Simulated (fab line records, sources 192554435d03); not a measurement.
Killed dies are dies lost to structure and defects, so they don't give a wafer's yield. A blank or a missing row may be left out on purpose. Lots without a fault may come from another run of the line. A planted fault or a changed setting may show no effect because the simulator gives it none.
Chamber matching | flow n5_finfet | N5_DUMMY_GATE_ETCH_37 on rie_diel-01: 4 sister chambers
The step etches SOC in N2/H2, target depth 60 nm, overetch 30 nm. 33 wafers are shown with their chamber, then 12 later ones without.

WAFERS WITH THEIR CHAMBER
wafer  | chamber | drypump_motor_current_A (A) | showerhead_plenum_p_Torr (Torr) | throttle_valve_pct (%)
L075.1 | 3       | 6.3                         | 2.51                            | 17.79
L075.3 | 2       | 5.4                         | 2.61                            | 18.22
L075.5 | 0       | 5.1                         | 2.66                            | 17.74
L076.1 | 0       | 5.1                         | 2.66                            | 17.72
L076.3 | 1       | 5.7                         | 2.52                            | 17.81
L076.5 | 3       | 6.4                         | 2.51                            | 17.81
L077.1 | 2       | 5.4                         | 2.61                            | 18.21
L077.3 | 0       | 5.1                         | 2.66                            | 17.73
L077.6 | 3       | 6.4                         | 2.51                            | 17.79
L078.1 | 1       | 5.6                         | 2.52                            | 17.80
L078.3 | 2       | 5.4                         | 2.61                            | 18.23
L078.6 | 2       | 5.4                         | 2.61                            | 18.23
L079.1 | 2       | 5.4                         | 2.61                            | 18.22
L079.3 | 0       | 5.1                         | 2.65                            | 17.75
L079.6 | 1       | 5.7                         | 2.52                            | 17.80
L080.1 | 2       | 5.4                         | 2.61                            | 18.21
L080.3 | 0       | 5.1                         | 2.65                            | 17.75
L080.5 | 2       | 5.4                         | 2.61                            | 18.23
L081.2 | 1       | 5.7                         | 2.51                            | 17.82
L081.3 | 2       | 5.4                         | 2.61                            | 18.22
L081.5 | 1       | 5.6                         | 2.52                            | 17.80
L085.1 | 1       | 5.6                         | 2.51                            | 17.81
L085.2 | 3       | 6.3                         | 2.51                            | 17.81
L085.3 | 2       | 5.4                         | 2.60                            | 18.26
L085.4 | 0       | 5.2                         | 2.65                            | 17.76
L085.5 | 2       | 5.4                         | 2.60                            | 18.26
L085.6 | 1       | 5.6                         | 2.51                            | 17.83
L086.1 | 0       | 5.1                         | 2.65                            | 17.76
L086.3 | 2       | 5.4                         | 2.60                            | 18.25
L086.4 | 1       | 5.7                         | 2.51                            | 17.83
L089.4 | 1       | 5.7                         | 2.51                            | 17.86
L089.5 | 2       | 5.4                         | 2.60                            | 18.26
L089.6 | 3       | 6.4                         | 2.50                            | 17.81

SIGNATURES (means of the wafers above)
reading                  | chamber 0 | chamber 1 | chamber 2 | chamber 3 | scatter within a chamber
drypump_motor_current_A  | 5.114     | 5.656     | 5.400     | 6.360     | 0.0384
showerhead_plenum_p_Torr | 2.6543    | 2.5144    | 2.6067    | 2.5080    | 0.00505
throttle_valve_pct       | 17.7443   | 17.8178   | 18.2333   | 17.8020   | 0.0177
Rule: a wafer's distance from a chamber is the root of the sum, over the readings, of the square of ((its reading less the chamber's mean) divided by the reading's scatter). The wafer belongs to the nearest chamber; if the next one is less than 2 further off, it can't be placed. The scatter: the root of (the sum of the squares of (reading less its chamber's mean) over the shown wafers, divided by (wafers less chambers)).

WAFERS WITHOUT THEIR CHAMBER
wafer  | drypump_motor_current_A (A) | showerhead_plenum_p_Torr (Torr) | throttle_valve_pct (%)
L090.1 | 5.7                         | 2.51                            | 17.86
L090.2 | 5.4                         | 2.60                            | 18.28
L090.5 | 5.5                         | 2.60                            | 18.27
L092.2 | 6.4                         | 2.50                            | 17.81
L092.5 | 5.7                         | 2.51                            | 17.86
L092.6 | 5.1                         | 2.64                            | 17.78
L094.1 | 5.7                         | 2.50                            | 17.87
L094.4 | 5.4                         | 2.60                            | 18.28
L094.6 | 5.1                         | 2.64                            | 17.79
L095.1 | 5.1                         | 2.64                            | 17.79
L095.3 | 5.6                         | 2.50                            | 17.86
L095.4 | 5.4                         | 2.59                            | 18.29

WHICH CHAMBER EACH WENT THROUGH
wafer  | from the rows above | in truth
L090.1 | 1                   | 1
L090.2 | 2                   | 2
L090.5 | 2                   | 2
L092.2 | 3                   | 3
L092.5 | 1                   | 1
L092.6 | 0                   | 0
L094.1 | 1                   | 1
L094.4 | 2                   | 2
L094.6 | 0                   | 0
L095.1 | 0                   | 0
L095.3 | 1                   | 1
L095.4 | 2                   | 2
Placed correctly: 12 of 12. Can't be placed from these rows: 0. Placed wrongly: 0.
